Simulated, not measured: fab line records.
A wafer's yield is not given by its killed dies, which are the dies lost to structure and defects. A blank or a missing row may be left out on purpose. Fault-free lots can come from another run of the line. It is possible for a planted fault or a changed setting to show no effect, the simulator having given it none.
Lot-split experiment | flow n5-finfet | 39 wafers read across 7 lots, on a route 1938 steps long

THE SPLIT ITSELF
At N5_HKMG_FIN_ALD_21 (deposits TiN, target thk 1.5 nm, pulse time 1 s, purge time 3 s), the setting ald-cycles was moved away from the recipe's 68 on 12 of the 39 wafers read, by -33.8% to +33.8%. This setting was run at the recipe's value on the other wafers.

Reading taken at the split's own step.

THE READING
TiN_of_HKMG_FIN_ALD_21.thk-nm (the simulator's own value, which no gauge read), in nm, at N5_HKMG_FIN_ALD_21 (deposits TiN, target thk 1.5 nm, pulse time 1 s, purge time 3 s). The file does not state a usual value for it. Average 1.5 nm, standard deviation 0.098 nm, over the 27 wafers here run with the recipe.

wafer  | tool, chamber at the split | ald-cycles as run | against the recipe | TiN_of_HKMG_FIN_ALD_21.thk-nm, nm | against lot-mates on the recipe
L075.1 | ald-metal-04, 1,0,3        | 68                | recipe             | 1.6                               | -
L075.3 | ald-metal-04, 1,0,3        | 68                | recipe             | 1.6                               | -
L075.4 | ald-metal-04, 1,0,3        | 68                | recipe             | 1.6                               | -
L081.1 | ald-metal-02, 2,1,2        | 68                | recipe             | 1.4                               | -
L081.4 | ald-metal-02, 2,1,2        | 68                | recipe             | 1.4                               | -
L081.6 | ald-metal-02, 2,1,2        | 68                | recipe             | 1.4                               | -
L081.2 | ald-metal-02, 3,0,1        | 91                | +33.8%             | 2                                 | +0.6
L081.3 | ald-metal-02, 3,0,1        | 91                | +33.8%             | 2                                 | +0.6
L081.5 | ald-metal-02, 3,0,1        | 91                | +33.8%             | 2                                 | +0.6
L082.1 | ald-metal-01, 3,3,2        | 68                | recipe             | 1.4                               | -
L082.5 | ald-metal-01, 3,3,2        | 68                | recipe             | 1.4                               | -
L082.6 | ald-metal-01, 3,3,2        | 68                | recipe             | 1.4                               | -
L082.2 | ald-metal-01, 1,2,0        | 80                | +17.6%             | 1.8                               | +0.4
L082.3 | ald-metal-01, 1,2,0        | 80                | +17.6%             | 1.8                               | +0.4
L082.4 | ald-metal-01, 1,2,0        | 80                | +17.6%             | 1.8                               | +0.4
L086.1 | ald-metal-01, 0,1,3        | 68                | recipe             | 1.6                               | -
L086.2 | ald-metal-01, 0,1,3        | 68                | recipe             | 1.6                               | -
L086.3 | ald-metal-01, 0,1,3        | 68                | recipe             | 1.6                               | -
L086.4 | ald-metal-01, 2,2,1        | 68                | recipe             | 1.4                               | -
L086.5 | ald-metal-01, 2,2,1        | 68                | recipe             | 1.4                               | -
L086.6 | ald-metal-01, 2,2,1        | 68                | recipe             | 1.4                               | -
L089.1 | ald-metal-02, 0,2,0        | 45                | -33.8%             | 1                                 | -0.5
L089.4 | ald-metal-02, 0,2,0        | 45                | -33.8%             | 1                                 | -0.5
L089.5 | ald-metal-02, 0,2,0        | 45                | -33.8%             | 1                                 | -0.5
L089.2 | ald-metal-02, 2            | 68                | recipe             | 1.4                               | -
L089.3 | ald-metal-02, 1            | 68                | recipe             | 1.6                               | -
L089.6 | ald-metal-02, 1            | 68                | recipe             | 1.6                               | -
L091.1 | ald-metal-02, 1,0,2        | 52                | -23.5%             | 1.2                               | -0.4
L091.2 | ald-metal-02, 1,0,2        | 52                | -23.5%             | 1.2                               | -0.4
L091.3 | ald-metal-02, 1,0,2        | 52                | -23.5%             | 1.2                               | -0.4
L091.4 | ald-metal-02, 0,2,1        | 68                | recipe             | 1.6                               | -
L091.5 | ald-metal-02, 0,2,1        | 68                | recipe             | 1.6                               | -
L091.6 | ald-metal-02, 0,2,1        | 68                | recipe             | 1.6                               | -
L094.1 | ald-metal-01, 3,1,2,1,0    | 68                | recipe             | 1.6                               | -
L094.3 | ald-metal-01, 3,1,2,1,0    | 68                | recipe             | 1.6                               | -
L094.4 | ald-metal-01, 3,1,2,1,0    | 68                | recipe             | 1.6                               | -
L094.5 | ald-metal-01, 3,1,2,1,0    | 68                | recipe             | 1.6                               | -
L094.6 | ald-metal-01, 3,1,2,1,0    | 68                | recipe             | 1.6                               | -
L094.2 | ald-metal-01, 0            | 68                | recipe             | 1.4                               | -
Where a row lists several chambers, the file gives one row for several wafers and doesn't say which wafer went through which chamber.

THE FIT
A straight line over all 39 wafers: TiN_of_HKMG_FIN_ALD_21.thk-nm changes by +0.0147 nm for each +1% of ald-cycles; r = +0.94; the points scatter about the line by 0.085 nm.
The same after taking each lot's own level away (the mean of its wafers on the recipe; 39 wafers): +0.0174 nm for each +1%; r = +0.97; scatter 0.063 nm.
According to that fit, moving ald-cycles by its largest amount changes the reading by 0.59 nm.
The span of the lots' own levels, 1.40 to 1.60 nm, comes to 2.0 times the standard deviation stated above.
In other words, the slope is changed by the lot-to-lot level; the two fits disagree.
Check: -0.583 nm against its lot-mates is what the line predicts for one of the wafers moved furthest among these (-33.8%) when that wafer is left out of the fit. Against them it came out at -0.533 nm.

THE OTHER SPLITS THESE WAFERS WENT THROUGH
Note: prior to the reading, these wafers also went through further splits. Each is held against what the fit with the lots' levels taken away leaves over:
other split on the same wafers                    | wafers away from the commonest value | r with TiN_of_HKMG_FIN_ALD_21.thk-nm (lot level and that fit taken away)
N5_PMOS_HMC_CHANNEL_EPI_DEVELOP_08 develop-time-s | 18                                   | +0.00
N5_SD_EPI_N_DEVELOP_08 develop-time-s             | 15                                   | -0.09
N5_SDB_CUT_ETCH_26 target-depth-a                 | 15                                   | -0.04

FILE'S OWN FIT
TiN_of_HKMG_FIN_ALD_21.thk-nm changes by +0.0174 nm for each +1% of ald-cycles, r = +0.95.
